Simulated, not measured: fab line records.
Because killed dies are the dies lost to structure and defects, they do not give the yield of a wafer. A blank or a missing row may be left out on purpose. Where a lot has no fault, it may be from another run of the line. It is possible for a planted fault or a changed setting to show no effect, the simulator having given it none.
Problem report, 8D (eight disciplines) form, completed by code -- flow nand harc -- the parts of the form that need people (team, actions taken, sign-off) are left out

== 1. PROBLEM STATEMENT ==
run length s at NHARC_A_SGD_CUT_ETCH_58 reads a mean of 72.4 s on 2 wafers of 2 lots; wafers without a fault read 86.4 s with a standard deviation of 0.44. Relative to the usual mean, that is a shift of -32 standard deviations.
The step: etches the open film in CF4, target depth 39 nm, time 65 s.
The first sign was on wafer L353.4 at day 18 17:48, on rie diel-02. The record has a number at this step for 30 wafers belonging to 10 lots. By rule, "out" or "out of limits" means more than 4 standard deviations away from the usual mean. The other wafers with a number count as sound.

== 2. WHAT IT IS, AND WHAT IT ISN'T ==
question,is,is not
which readings at this step,run length s,"drypump motor current A, oes product au, rf vpp V, showerhead plenum p Torr, throttle valve pct"
which lots,"L353, L357","L339, L340, L343, L345, L346, L358, L359, L361"
which wafers of those lots,"L353.4, L357.4","L353.2, L353.3, L357.3, L357.6"
read on which tools,rie diel-02,"rie diel-01, rie diel-04"
when,from day 18 17:48,"up to then (17 sound wafers); but 11 sound wafers of L357, L358, L359, L361 came after"

== 3. WHAT RULES OUT EACH SUSPECT ==
Counting: if a tool at a process step up to the reading ran every lot that is out, it stays a suspect. Sound lots after the first of them don't rule it out here, since some wafers of a struck lot are sound.
- rie diel-02 at NHARC_A_SGD_CUT_DESCUM_14 (chemistry O2, time 3 s): kept. Ran every lot that is out, first one L353 (day 18 17:43); last sound lot up to then L346 (day 16 13:07).
- rie diel-02 at NHARC_A_SGD_CUT_ETCH_58 (etches the open film in CF4, target depth 39 nm, time 65 s): kept. Ran every lot that is out, first one L353 (day 18 17:48); last sound lot up to then L346 (day 16 13:11). Its own readings are out on those wafers: run length s.
- At NHARC_A_SGD_CUT_DESCUM_14, inside rie diel-02: chamber 0 took the wafers that are out, while their sound lot-mates went through chambers 1, 3.
- At NHARC_A_SGD_CUT_ETCH_58, inside rie diel-02: chamber 0 took the wafers that are out, while their sound lot-mates went through chambers 2, 3.
The count leaves rie diel-02 at NHARC_A_SGD_CUT_ETCH_58 and rie diel-02 at NHARC_A_SGD_CUT_DESCUM_14.

== 4. THE CAUSE (what the simulator had put in) ==
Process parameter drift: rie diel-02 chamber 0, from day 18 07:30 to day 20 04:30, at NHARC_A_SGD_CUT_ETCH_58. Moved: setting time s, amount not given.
After counting, 2 suspects remain, this tool included.

== 5. THE CHAIN OF EFFECTS, in route order ==
Each row: a reading where the mean over the struck wafers with a number is more than 3 standard deviations away from the usual. Only readings whose record carries a usual standard deviation are examined. hours: median over the lots of the time between each lot's start at the first step of this table that gives one and its start at this step. sigmas: the change, counted in usual standard deviations.
hours,step,reading,usual,on struck wafers,change,sigmas
0,NHARC_A_SGD_CUT_ETCH_58,run length s,86.4 s,72.4,-14.0,-32
The process steps in it:
- NHARC_A_SGD_CUT_ETCH_58: etches the open film in CF4, target depth 39 nm, time 65 s.
Readings that are blank on the struck wafers while sound wafers have them: bias w at NHARC_A_SGD_CUT_ETCH_58; rf fwd power W at NHARC_A_SGD_CUT_ETCH_58.
Later measuring or inspecting steps at which every struck wafer that the step has a row for has a number for every such reading, and none has moved that far: NHARC_END_SORT_01.

== 6. WHAT WOULD HAVE CAUGHT IT SOONER ==
In this record no reading fell out of limits until day 18 17:48, 10 hours after the fault had begun at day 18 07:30.
